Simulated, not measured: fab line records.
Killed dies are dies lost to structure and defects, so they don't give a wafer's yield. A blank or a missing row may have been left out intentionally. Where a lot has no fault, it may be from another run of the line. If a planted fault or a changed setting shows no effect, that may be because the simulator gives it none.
Which tool did it?    flow n5Finfet    24 lots with 72 wafers sampled at 4 steps, on a route of 1938 steps

== WHAT THE GAUGES READ, wafer by wafer ==
N5_MOL_CONTACT_COAG_OVL_MEAS_85. Usual: VG_OVL -0.4 nm, standard deviation 0.69.
lot   measured      on          VG_OVL (nm)     flag
L074  day 5 01:52   overlay-01  -2.2 -1.1 -1.3  
L075  day 5 10:16   overlay-02  -0.4 -0.9 0.1   
L076  day 5 16:24   overlay-02  -1.6 -0.6 -0.6  
L077  day 5 22:44   overlay-02  -0.3 -0.6 -0.4  
L078  day 6 02:46   overlay-01  -0.6 -0.3 -0.5  
L079  day 6 10:15   overlay-01  -0.6 -1.0 -0.8  
L080  day 6 14:04   overlay-01  -0.8 0.2 -0.2   
L081  day 6 21:59   overlay-02  -1.3 -1.1 0.2   
L082  day 7 04:19   overlay-01  -1.0 -0.4 -0.1  
L083  day 7 14:51   overlay-02  -1.2 0.2 0.0    
L084  day 7 15:53   overlay-02  -1.3 -0.6 -1.5  
L085  day 7 22:55   overlay-02  -0.3 0.0 -0.8   
L086  day 8 00:57   overlay-01  0.2 -0.3 0.2    
L087  day 8 08:16   overlay-01  -1.4 -0.6 -1.8  
L088  day 8 18:52   overlay-02  0.8 0.7 0.1     
L089  day 8 19:19   overlay-02  -0.3 1.1 0.3    
L090  day 8 23:28   overlay-01  0.2 -0.2 -0.6   
L092  day 9 12:21   overlay-02  0.1 -0.2 0.0    
L091  day 9 15:58   overlay-02  -0.6 -0.4 0.6   
L093  day 9 19:24   overlay-01  0.2 -0.3 -0.2   
L094  day 10 02:19  overlay-02  0.1 -1.0 0.1    
L095  day 10 09:49  overlay-02  0.3 0.5 -0.1    
L096  day 10 19:01  overlay-02  -2.2 -0.2 -1.9  
L097  day 10 21:33  overlay-01  0.4 -0.6 0.1    

N5_MOL_CONTACT_COAG_THK_MEAS_53. Usual: VIA_MOL_THK 43.8 nm, standard deviation 0.78.
lot   measured      on            VIA_MOL_THK (nm)  flag
L074  day 5 05:16   filmMetro-02  43.3 43.8 44.1    
L075  day 5 13:26   filmMetro-01  43.2 43.8 44.1    
L076  day 5 19:22   filmMetro-01  43.6 43.9 43.9    
L077  day 6 02:19   filmMetro-02  43.4 43.6 43.8    
L078  day 6 06:46   filmMetro-02  42.7 43.3 44.1    
L079  day 6 14:02   filmMetro-02  43.3 43.0 43.3    
L080  day 6 17:06   filmMetro-02  42.8 43.1 44.5    
L081  day 7 01:28   filmMetro-02  43.9 43.2 44.5    
L082  day 7 07:16   filmMetro-01  43.7 42.4 43.4    
L083  day 7 17:53   filmMetro-01  43.6 43.8 43.7    
L084  day 7 18:47   filmMetro-02  43.8 43.7 44.1    
L085  day 8 01:56   filmMetro-02  44.1 44.6 44.5    
L086  day 8 04:17   filmMetro-02  44.8 45.7 45.1    
L087  day 8 11:34   filmMetro-02  42.5 43.6 44.0    
L088  day 8 23:15   filmMetro-02  45.4 43.9 45.5    
L089  day 8 23:53   filmMetro-02  43.6 44.2 44.4    
L090  day 9 02:24   filmMetro-02  43.7 43.6 44.5    
L092  day 9 17:07   filmMetro-02  42.5 43.3 43.1    
L091  day 9 21:50   filmMetro-02  42.4 42.7 42.7    
L093  day 10 00:14  filmMetro-01  42.9 43.7 44.6    
L094  day 10 05:38  filmMetro-02  44.1 43.8 44.1    
L095  day 10 12:59  filmMetro-01  44.9 43.4 45.3    
L096  day 10 22:07  filmMetro-02  42.3 43.3 44.9    
L097  day 11 00:47  filmMetro-01  42.9 43.4 44.4    

N5_BEOL_M0_SAQP_OVL_MEAS_15. Usual: M0_CORE_OVL -0.7 nm, standard deviation 0.71.
lot   measured      on          M0_CORE_OVL (nm)  flag
L074  day 5 10:16   overlay-01  0.5 0.4 1.2       
L075  day 5 19:55   overlay-02  -0.5 0.4 0.0      
L076  day 6 00:34   overlay-02  0.0 -0.3 -1.5     
L077  day 6 07:17   overlay-01  -2.1 -1.9 -1.4    
L078  day 6 11:35   overlay-02  0.0 -0.6 -0.4     
L079  day 6 19:04   overlay-01  -0.9 -0.4 -0.2    
L080  day 6 22:58   overlay-01  -0.1 -0.9 -2.0    
L081  day 7 07:31   overlay-01  -0.7 -0.3 -0.6    
L082  day 7 11:58   overlay-01  -0.6 -1.8 -0.3    
L083  day 7 23:00   overlay-01  -0.6 -0.6 -0.2    
L084  day 8 01:45   overlay-01  -0.3 -1.1 -1.7    
L085  day 8 06:47   overlay-01  -0.6 -0.1 -1.6    
L086  day 8 10:41   overlay-02  -0.7 -1.1 -0.9    
L087  day 8 16:09   overlay-01  -0.5 -0.3 -0.2    
L088  day 9 03:45   overlay-01  0.4 -0.2 0.4      
L089  day 9 08:37   overlay-02  -0.2 0.0 -1.2     
L090  day 9 09:46   overlay-01  0.4 0.0 -0.6      
L092  day 9 21:47   overlay-02  0.3 -1.8 0.3      
L091  day 10 03:57  overlay-02  -2.2 -2.2 -1.2    
L093  day 10 05:29  overlay-01  -0.2 -0.4 -1.0    
L094  day 10 10:44  overlay-01  0.1 -0.3 0.3      
L095  day 10 18:24  overlay-01  -0.9 -0.1 -0.7    
L096  day 11 03:56  overlay-02  -1.5 -0.6 -1.4    
L097  day 11 07:59  overlay-02  -0.6 -1.2 -1.3    

== WHAT TOOL EACH LOT RAN ON (gives the tool, then ch and the chambers of the sampled wafers, and finally the start) ==
lot   N5_BEOL_M0_SAQP_ILD_DEP_01
L074  pecvd-04 ch 0,1,2, day 5 08:41
L075  pecvd-01 ch 1,2, day 5 16:51
L076  pecvd-04 ch 1,2, day 5 22:47
L077  pecvd-01 ch 0,1,2, day 6 05:44
L078  pecvd-04 ch 1,2, day 6 10:10
L079  pecvd-04 ch 0,1,2, day 6 17:27
L080  pecvd-04 ch 0,1,2, day 6 20:30
L081  pecvd-01 ch 1,2, day 7 04:53
L082  pecvd-01 ch 0,1,2, day 7 10:42
L083  pecvd-04 ch 0,1,2, day 7 21:19
L084  pecvd-02 ch 0,1, day 8 00:18
L085  pecvd-01 ch 0,1,2, day 8 05:21
L086  pecvd-04 ch 0,1, day 8 08:21
L087  pecvd-02 ch 0,1, day 8 14:59
L088  pecvd-02 ch 0,1, day 9 02:40
L089  pecvd-01 ch 0,1,2, day 9 05:41
L090  pecvd-04 ch 1,2, day 9 08:41
L092  pecvd-02 ch 1,2, day 9 20:32
L091  pecvd-01 ch 0,1,2, day 10 01:15
L093  pecvd-02 ch 0,2, day 10 04:15
L094  pecvd-04 ch 0,1,2, day 10 09:03
L095  pecvd-02 ch 0,1, day 10 16:24
L096  pecvd-04 ch 0,1,2, day 11 01:32
L097  pecvd-04 ch 0,1, day 11 04:32
- N5_BEOL_M0_SAQP_ILD_DEP_01: deposits SiOC from DEMS/O2, target thk 45.419 nm, time 8.7 s.

== WHAT THE TOOLS THEMSELVES READ (means of the sampled wafers that have a number; where no wafer has one, the mark that the record gives instead) ==
N5_BEOL_M0_SAQP_ILD_DEP_01. Usual: heaterPowerW 440 W, standard deviation 57; showerheadPlenumPTorr 5.692 Torr, standard deviation 0.013; throttleValvePct 11.9 %, standard deviation 1.
lot   tool      heaterPowerW (W)  showerheadPlenumPTorr (Torr)  throttleValvePct (%)  flag
L074  pecvd-04  446               5.692                         12.5                  
L075  pecvd-01  358               5.707                         10.7                  
L076  pecvd-04  507               5.697                         12.8                  
L077  pecvd-01  386               5.699                         11.1                  
L078  pecvd-04  510               5.699                         12.8                  
L079  pecvd-04  457               5.691                         12.4                  
L080  pecvd-04  465               5.693                         12.3                  
L081  pecvd-01  369               5.704                         10.8                  
L082  pecvd-01  407               5.695                         11.0                  
L083  pecvd-04  461               5.690                         12.4                  
L084  pecvd-02  485               5.694                         11.3                  
L085  pecvd-01  389               5.696                         11.2                  
L086  pecvd-04  477               5.682                         12.9                  
L087  pecvd-02  467               5.687                         11.8                  
L088  pecvd-02  480               5.693                         12.0                  
L089  pecvd-01  383               5.694                         11.2                  
L090  pecvd-04  460               5.686                         11.9                  
L092  pecvd-02  438               5.687                         12.1                  
L091  pecvd-01  410               5.697                         11.1                  
L093  pecvd-02  437               5.672                         11.7                  
L094  pecvd-04  465               5.693                         12.5                  
L095  pecvd-02  446               5.697                         11.5                  
L096  pecvd-04  476               5.691                         12.5                  
L097  pecvd-04  539               5.690                         13.2                  

== THE ANSWER, worked out from the rows above alone ==
Rule: a lot counts as off when the mean over its wafers that have a number is more than 3 standard deviations away from the usual mean. A lot without any number at a reading at which 4 lots or more have one is off too. Where the step has rows for the other lots, those lots are counted as sound. First the gauges in route order, then the tools' own readings, where a lot's mean is used as printed above. At the first step where some lot is off, the reading lying furthest off is the one used; lots without a number count as furthest.
Across all readings shown, no lot is off: no conclusion can be drawn from this.

== WHAT THE SIMULATOR PUT IN ==
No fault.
